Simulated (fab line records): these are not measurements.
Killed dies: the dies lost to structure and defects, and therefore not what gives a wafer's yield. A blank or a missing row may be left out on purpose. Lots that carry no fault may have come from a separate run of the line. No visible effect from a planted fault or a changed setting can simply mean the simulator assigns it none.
Comparing a struck lot with a sound one | flow n5_finfet | 15 steps out of a route of 1938
Sound: these wafers, L220.1, L220.4, L220.6. Struck: wafers L229.1, L229.6. (L229.2 of the same lot was not struck and is left out.) The cause comes at the end.
At each step with rows: each side's tool, then ch and its chambers, then its first start. Under that, the readings that differ: sound wafers | struck wafers | difference of the means | sigmas: that difference in standard deviations of wafers without a fault.
alike: same words and numbers on both sides, and readings whose means sit less than 2 such deviations apart. not compared: any withheld reading, any reading some wafer has no value for, any bound like >300 that may hide the same value, and any number with overlapping values for which the record gives no deviation.
The two part at a step that has a row with sigmas, a row that says differs or no value, or rows on one side only. When numbers do not overlap yet have no deviation, they are printed without sigmas and do not part them. Lack of a reading on every wafer of one side parts them only where that side has two or more wafers.

first, 7 steps without rows for these wafers: N5_PMOS_HMC_CHANNEL_EPI_COAT_31 (time 60 s, resist thk 66 nm); N5_PMOS_HMC_CHANNEL_EPI_COAT_03 (resist thk 205 nm); N5_PMOS_HMC_CHANNEL_EPI_EBR_05; N5_PMOS_HMC_CHANNEL_EPI_SOFTBAKE_04 (time 60 s); N5_PMOS_HMC_CHANNEL_EPI_EXPOSE_06 (exposes mask PMOS HMC BLK, target cd 240 nm); N5_PMOS_HMC_CHANNEL_EPI_PEB_07 (peb time 60 s); N5_PMOS_HMC_CHANNEL_EPI_DEVELOP_08 (develop time 30 s).
N5_PMOS_HMC_CHANNEL_EPI_CD_MEAS_09: the cd target is 237.4 nm.
  sound on cd_sem-02 ch 0, day 2 23:04; struck on cd_sem-03 ch 0, day 5 05:16
  alike: cd_nm
N5_PMOS_HMC_CHANNEL_EPI_OVL_MEAS_10:
  sound on overlay-02 ch 0, day 2 23:05; struck on overlay-02 ch 0, day 5 05:18
  reading               | sound          | struck   | difference | sigmas
  PMOS_HMC_BLK_OVL (nm) | -1.1 -2.0 -1.2 | -0.1 0.4 | +1.6       | +2
N5_PMOS_HMC_CHANNEL_EPI_INSPECT_11: inspects for defects (macro).
  sound on defect_inspect-02, day 2 23:07; struck on defect_inspect-01, day 5 05:19
  alike: raw_defect_count
N5_PMOS_HMC_CHANNEL_EPI_DESCUM_14: chemistry O2, time 7.9 s.
  sound on rie_diel-06 ch 1,2, day 2 23:09; struck on rie_diel-02 ch 2,3, day 5 05:23
  alike: drypump_motor_current_A, oes_product_au, rf_fwd_power_W, rf_vpp_V, showerhead_plenum_p_Torr, throttle_valve_pct
  not compared: rf_hours_counter_h
N5_PMOS_HMC_CHANNEL_EPI_ETCH_32: etches BARC in N2/H2, stops on SiO2, target depth 85.8 nm, time 50.3 s.
  sound on rie_diel-06 ch 1,2, day 2 23:11; struck on rie_diel-02 ch 2,3, day 5 05:25
  alike: drypump_motor_current_A, oes_product_au, rf_fwd_power_W, rf_vpp_V, showerhead_plenum_p_Torr, throttle_valve_pct
  not compared: rf_hours_counter_h
N5_PMOS_HMC_CHANNEL_EPI_HM_OPEN_15: chemistry CHF3/O2, target SiO2, target depth 40.6 nm, time 20.3 s.
  sound on rie_diel-06 ch 1,2, day 2 23:13; struck on rie_diel-02 ch 2,3, day 5 05:28
  reading                                                         | sound             | struck      | difference | sigmas
  oes_product_au (a.u.)                                           | 0.76 0.80 0.80    | 1.01 0.84   | +0.14      | +2
  model.CAR-ArF-block_of_PMOS_HMC_CHANNEL_EPI_COAT_03.thk_nm (nm) | 93.42 93.19 92.55 | 79.85 80.35 | -12.95     |
  model.etch.depth_nm (nm)                                        | 39.84 40 39.89    | 54.23 53.45 | +13.93     |
  alike: CHF3_flow_sccm, O2_flow_sccm, drypump_motor_current_A, oes_o_777_au, rf_fwd_power_W, rf_vpp_V, showerhead_plenum_p_Torr, throttle_valve_pct
  not compared: rf_hours_counter_h
N5_PMOS_HMC_CHANNEL_EPI_STRIP_33: strips in N2/H2.
  sound on rie_diel-06 ch 1,2, day 2 23:17; struck on rie_diel-02 ch 2,3, day 5 05:31
  alike: drypump_motor_current_A, oes_product_au, rf_vpp_V, showerhead_plenum_p_Torr, throttle_valve_pct
  not compared: rf_hours_counter_h
-- a jump in the record: the struck wafers' starts before and after are 6 days apart (it breaks off in module PMOS_HMC_CHANNEL_EPI and resumes in module BEOL_M4, where the first step shown is number 1111 of the route) --
N5_BEOL_M4_RC_MEAS_101:
  sound on prober-01 ch 0, day 9 13:31; struck on prober-01 ch 0, day 11 13:44
  alike: DIBL_N, DIBL_P, IOFF_N, IOFF_P, ION_N, ION_P, SS_N, SS_P, VT_N, VT_P

== WHERE THEY PART ==
At N5_PMOS_HMC_CHANNEL_EPI_OVL_MEAS_10 first; at N5_PMOS_HMC_CHANNEL_EPI_HM_OPEN_15 last (within this record only). Later steps at which nothing parts them and some readings are alike: N5_PMOS_HMC_CHANNEL_EPI_STRIP_33, N5_BEOL_M4_RC_MEAS_101.

WHY: what had been put in by the simulator
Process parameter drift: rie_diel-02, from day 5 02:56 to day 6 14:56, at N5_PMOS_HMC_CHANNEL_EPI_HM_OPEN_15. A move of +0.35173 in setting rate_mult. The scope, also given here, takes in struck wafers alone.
